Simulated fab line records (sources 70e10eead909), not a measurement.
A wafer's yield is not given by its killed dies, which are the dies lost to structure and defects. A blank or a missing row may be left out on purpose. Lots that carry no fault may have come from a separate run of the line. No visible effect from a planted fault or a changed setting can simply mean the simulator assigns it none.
Matching of chambers || flow nand harc || 4 sister chambers for NHARC_P_M1_CMP_23 on cmp-02
The step polishes, t overpolish 20 s, target thk 157.82 nm. 8 wafers are shown with their chamber, then 7 later ones without.

== WAFERS, EACH WITH ITS CHAMBER ==
{"wafer": "L079.5", "chamber": 3, "motor current A (A)": 11.9, "time to endpoint s (s)": 30.0}
{"wafer": "L085.2", "chamber": 1, "motor current A (A)": 13.2, "time to endpoint s (s)": 31.3}
{"wafer": "L085.3", "chamber": 2, "motor current A (A)": 13.3, "time to endpoint s (s)": 32.5}
{"wafer": "L088.3", "chamber": 1, "motor current A (A)": 13.2, "time to endpoint s (s)": 31.1}
{"wafer": "L088.5", "chamber": 0, "motor current A (A)": 12.1, "time to endpoint s (s)": 34.3}
{"wafer": "L088.6", "chamber": 3, "motor current A (A)": 12.2, "time to endpoint s (s)": 32.9}
{"wafer": "L089.2", "chamber": 2, "motor current A (A)": 12.6, "time to endpoint s (s)": 29.6}
{"wafer": "L089.3", "chamber": 0, "motor current A (A)": 12.3, "time to endpoint s (s)": 29.6}

== WAFERS MISSING THEIR CHAMBER ==
{"wafer": "L089.5", "motor current A (A)": 12.3, "time to endpoint s (s)": 31.0}
{"wafer": "L090.1", "motor current A (A)": 12.1, "time to endpoint s (s)": 30.6}
{"wafer": "L090.4", "motor current A (A)": 12.8, "time to endpoint s (s)": 32.6}
{"wafer": "L090.5", "motor current A (A)": 12.2, "time to endpoint s (s)": 28.4}
{"wafer": "L095.3", "motor current A (A)": 12.9, "time to endpoint s (s)": 32.3}
{"wafer": "L095.5", "motor current A (A)": 12.0, "time to endpoint s (s)": 32.1}
{"wafer": "L095.6", "motor current A (A)": 12.3, "time to endpoint s (s)": 28.6}

== CHAMBER TAKEN BY EACH ==
{"wafer": "L089.5", "from the rows above": "can't be placed: 0 or 3 or 2", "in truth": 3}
{"wafer": "L090.1", "from the rows above": "can't be placed: 3 or 0", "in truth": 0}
{"wafer": "L090.4", "from the rows above": "can't be placed: 2 or 1 or 0 or 3", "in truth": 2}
{"wafer": "L090.5", "from the rows above": "can't be placed: 3 or 0 or 2", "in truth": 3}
{"wafer": "L095.3", "from the rows above": "can't be placed: 2 or 1 or 0", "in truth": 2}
{"wafer": "L095.5", "from the rows above": "can't be placed: 3 or 0", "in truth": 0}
{"wafer": "L095.6", "from the rows above": "can't be placed: 0 or 3 or 2 or 1", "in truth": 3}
Placed correctly: 0 of 7. These rows do not allow placing 7 (true chamber among the candidates in 7). 0 placed wrongly.
How it was worked out, from the rows above alone: a wafer's distance from a chamber is the root of the sum, over the readings, of the square of ((its reading less the chamber's mean) divided by the reading's scatter). The wafer belongs to the nearest chamber; if the next one is less than 2 further off, it can't be placed. The mean given for a chamber averages the wafers shown for that chamber. How the scatter is found: for the shown wafers, subtract from each reading the mean of its chamber, square and add these, divide the total by (wafers less chambers), then take the root.
